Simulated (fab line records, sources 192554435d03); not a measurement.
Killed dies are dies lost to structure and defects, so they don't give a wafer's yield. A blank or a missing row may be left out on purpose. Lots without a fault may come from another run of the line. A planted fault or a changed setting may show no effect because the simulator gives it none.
Chamber matching | flow n5_finfet | N5_BEOL_M13_DESCUM_15 on rie_diel-06: 4 sister chambers
The step chemistry O2, time 7.9 s. 16 wafers are shown with their chamber, then 8 later ones without.

WAFERS WITH THEIR CHAMBER
wafer  | chamber | drypump_motor_current_A (A) | throttle_valve_pct (%) | showerhead_plenum_p_Torr (Torr)
L078.1 | 2       | 6.4                         | 20.55                  | 1.99
L078.3 | 3       | 5.2                         | 20.83                  | 2.12
L078.4 | 1       | 5.2                         | 20.28                  | 2.14
L084.3 | 3       | 5.2                         | 20.83                  | 2.12
L084.5 | 3       | 5.2                         | 20.84                  | 2.12
L084.6 | 0       | 6.4                         | 20.54                  | 2.15
L086.2 | 1       | 5.2                         | 20.29                  | 2.13
L086.3 | 0       | 6.5                         | 20.55                  | 2.15
L086.6 | 1       | 5.2                         | 20.30                  | 2.13
L092.2 | 0       | 6.4                         | 20.53                  | 2.15
L092.3 | 2       | 6.4                         | 20.56                  | 1.99
L092.4 | 1       | 5.2                         | 20.29                  | 2.13
L091.1 | 2       | 6.4                         | 20.56                  | 1.98
L091.3 | 1       | 5.2                         | 20.32                  | 2.13
L091.4 | 3       | 5.2                         | 20.85                  | 2.11
L097.1 | 0       | 6.4                         | 20.57                  | 2.14

SIGNATURES (means of the wafers above)
reading                  | chamber 0 | chamber 1 | chamber 2 | chamber 3 | scatter within a chamber
drypump_motor_current_A  | 6.425     | 5.200     | 6.400     | 5.200     | 0.025
throttle_valve_pct       | 20.5475   | 20.2960   | 20.5567   | 20.8375   | 0.0133
showerhead_plenum_p_Torr | 2.1475    | 2.1320    | 1.9867    | 2.1175    | 0.00497
Rule: a wafer's distance from a chamber is the root of the sum, over the readings, of the square of ((its reading less the chamber's mean) divided by the reading's scatter). The wafer belongs to the nearest chamber; if the next one is less than 2 further off, it can't be placed. The scatter: the root of (the sum of the squares of (reading less its chamber's mean) over the shown wafers, divided by (wafers less chambers)).

WAFERS WITHOUT THEIR CHAMBER
wafer  | drypump_motor_current_A (A) | throttle_valve_pct (%) | showerhead_plenum_p_Torr (Torr)
L097.2 | 6.4                         | 20.58                  | 1.98
L097.6 | 5.2                         | 20.86                  | 2.11
L096.1 | 6.4                         | 20.59                  | 1.98
L096.3 | 5.2                         | 20.33                  | 2.13
L096.6 | 6.4                         | 20.57                  | 2.14
L094.1 | 6.4                         | 20.57                  | 2.14
L094.2 | 6.4                         | 20.60                  | 1.98
L094.6 | 5.2                         | 20.35                  | 2.13

WHICH CHAMBER EACH WENT THROUGH
wafer  | from the rows above | in truth
L097.2 | 2                   | 2
L097.6 | 3                   | 3
L096.1 | 2                   | 2
L096.3 | 1                   | 1
L096.6 | 0                   | 0
L094.1 | 0                   | 0
L094.2 | 2                   | 2
L094.6 | 1                   | 1
Placed correctly: 8 of 8. Can't be placed from these rows: 0. Placed wrongly: 0.
